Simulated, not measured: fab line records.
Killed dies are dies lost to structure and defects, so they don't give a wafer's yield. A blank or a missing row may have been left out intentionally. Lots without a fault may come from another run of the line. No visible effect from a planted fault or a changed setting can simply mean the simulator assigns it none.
What tool caused it? :: flow n5 finfet :: 9 lots, 24 wafers sampled, at 5 steps of a route of 1938

WHAT THE GAUGES SHOWED, per wafer
N5_BEOL_M14_THK_MEAS_50: measures by xrf.
lot: L516
measured: day 11 12:59
on: film metro-01
M14_THK (nm): 538 516 538

lot: L525
measured: day 13 21:14
on: film metro-02
M14_THK (nm): 537 541

lot: L526
measured: day 14 15:52
on: film metro-01
M14_THK (nm): 524 543 561

lot: L528
measured: day 14 22:20
on: film metro-02
M14_THK (nm): - - -

lot: L529
measured: day 15 02:29
on: film metro-02
M14_THK (nm): - - -

lot: L532
measured: day 15 19:22
on: film metro-02
M14_THK (nm): 546 563

lot: L535
measured: day 16 19:26
on: film metro-02
M14_THK (nm): 530 528

lot: L536
measured: day 17 07:42
on: film metro-01
M14_THK (nm): 536 527 530

lot: L537
measured: day 17 08:11
on: film metro-02
M14_THK (nm): 534 546 517

EACH LOT AND THE TOOL THAT RAN IT (in order: tool; ch and the chambers of the sampled wafers; start)
lot: L516
N5_BEOL_M14_TRENCH_ETCH_34: rie diel-06 ch 0,1,3, day 11 10:46
N5_BEOL_M14_PRE_CLEAN_42: pvd sputter-03, day 11 11:44
N5_BEOL_M14_SPUTTER_45: pvd sputter-03, day 11 11:56
N5_BEOL_M14_CMP_49: cmp-03 ch 1,2,3, day 11 12:41

lot: L525
N5_BEOL_M14_TRENCH_ETCH_34: rie diel-02 ch 0,1, day 13 18:38
N5_BEOL_M14_PRE_CLEAN_42: pvd sputter-03, day 13 20:09
N5_BEOL_M14_SPUTTER_45: pvd sputter-03, day 13 20:22
N5_BEOL_M14_CMP_49: cmp-03 ch 1,2, day 13 21:05

lot: L526
N5_BEOL_M14_TRENCH_ETCH_34: rie diel-01 ch 0,2,3, day 14 12:51
N5_BEOL_M14_PRE_CLEAN_42: pvd sputter-03, day 14 14:46
N5_BEOL_M14_SPUTTER_45: pvd sputter-03, day 14 14:58
N5_BEOL_M14_CMP_49: cmp-02 ch 0,1,2, day 14 15:34

lot: L528
N5_BEOL_M14_TRENCH_ETCH_34: rie diel-01 ch 0,1,3, day 14 18:13
N5_BEOL_M14_PRE_CLEAN_42: pvd sputter-01, day 14 21:08
N5_BEOL_M14_SPUTTER_45: pvd sputter-01, day 14 21:20
N5_BEOL_M14_CMP_49: cmp-03 ch 0,1, day 14 22:05

lot: L529
N5_BEOL_M14_TRENCH_ETCH_34: rie diel-06 ch 2,3, day 15 00:17
N5_BEOL_M14_PRE_CLEAN_42: pvd sputter-03, day 15 01:20
N5_BEOL_M14_SPUTTER_45: pvd sputter-03, day 15 01:34
N5_BEOL_M14_CMP_49: cmp-03 ch 1,2,3, day 15 02:17

lot: L532
N5_BEOL_M14_TRENCH_ETCH_34: rie diel-01 ch 0,2, day 15 15:45
N5_BEOL_M14_PRE_CLEAN_42: pvd sputter-03, day 15 18:13
N5_BEOL_M14_SPUTTER_45: pvd sputter-03, day 15 18:27
N5_BEOL_M14_CMP_49: cmp-03 ch 0, day 15 19:04

lot: L535
N5_BEOL_M14_TRENCH_ETCH_34: rie diel-02 ch 0,2, day 16 15:02
N5_BEOL_M14_PRE_CLEAN_42: pvd sputter-02, day 16 18:20
N5_BEOL_M14_SPUTTER_45: pvd sputter-02, day 16 18:32
N5_BEOL_M14_CMP_49: cmp-03 ch 0,1, day 16 19:09

lot: L536
N5_BEOL_M14_TRENCH_ETCH_34: rie diel-02 ch 0,2,3, day 17 04:36
N5_BEOL_M14_PRE_CLEAN_42: pvd sputter-02, day 17 06:36
N5_BEOL_M14_SPUTTER_45: pvd sputter-02, day 17 06:48
N5_BEOL_M14_CMP_49: cmp-03 ch 0,3, day 17 07:24

lot: L537
N5_BEOL_M14_TRENCH_ETCH_34: rie diel-01 ch 0,1,3, day 17 04:44
N5_BEOL_M14_PRE_CLEAN_42: pvd sputter-03, day 17 06:58
N5_BEOL_M14_SPUTTER_45: pvd sputter-03, day 17 07:10
N5_BEOL_M14_CMP_49: cmp-01 ch 0,2, day 17 07:56
- N5_BEOL_M14_TRENCH_ETCH_34: etches SiO2 in C4F8/O2/Ar, target depth 556.65 nm, time 126.9 s.
- N5_BEOL_M14_PRE_CLEAN_42: time 30 s.
- N5_BEOL_M14_SPUTTER_45: material Cu, target thk 100 nm, time 16.67 s.
- N5_BEOL_M14_CMP_49: polishes, stops on SiO2, t overpolish 5.2 s, target thk 560 nm.

THE ANSWER, worked out from the rows above alone
Rule: the usual values come from the lots themselves. Put in order of their means at a reading, lots are off if they are a third of the lots or fewer, leave a main group of 4 or more, and stand apart from it by a gap of 3 or more times the standard deviation of the main group's means; of several such gaps the widest counts. The tables above print the reading to a certain number of digits; a main group whose means all agree to those digits is not used. Also off: a lot with no number at a reading for which 4 or more lots have one. All remaining lots with rows at the step are treated as sound.
Off: L528, L529, seen at N5_BEOL_M14_THK_MEAS_50 (M14_THK). Without a number there: L528, L529. Main group: mean 537 nm, sd 8.5.
A tool fits if, at a process step before that reading, it ran every lot that is off, and no sound lot after the first of them. The gauges at N5_BEOL_M14_THK_MEAS_50 are tried like those tools. None of those tried fits.

WHAT WAS PUT IN BY THE SIMULATOR
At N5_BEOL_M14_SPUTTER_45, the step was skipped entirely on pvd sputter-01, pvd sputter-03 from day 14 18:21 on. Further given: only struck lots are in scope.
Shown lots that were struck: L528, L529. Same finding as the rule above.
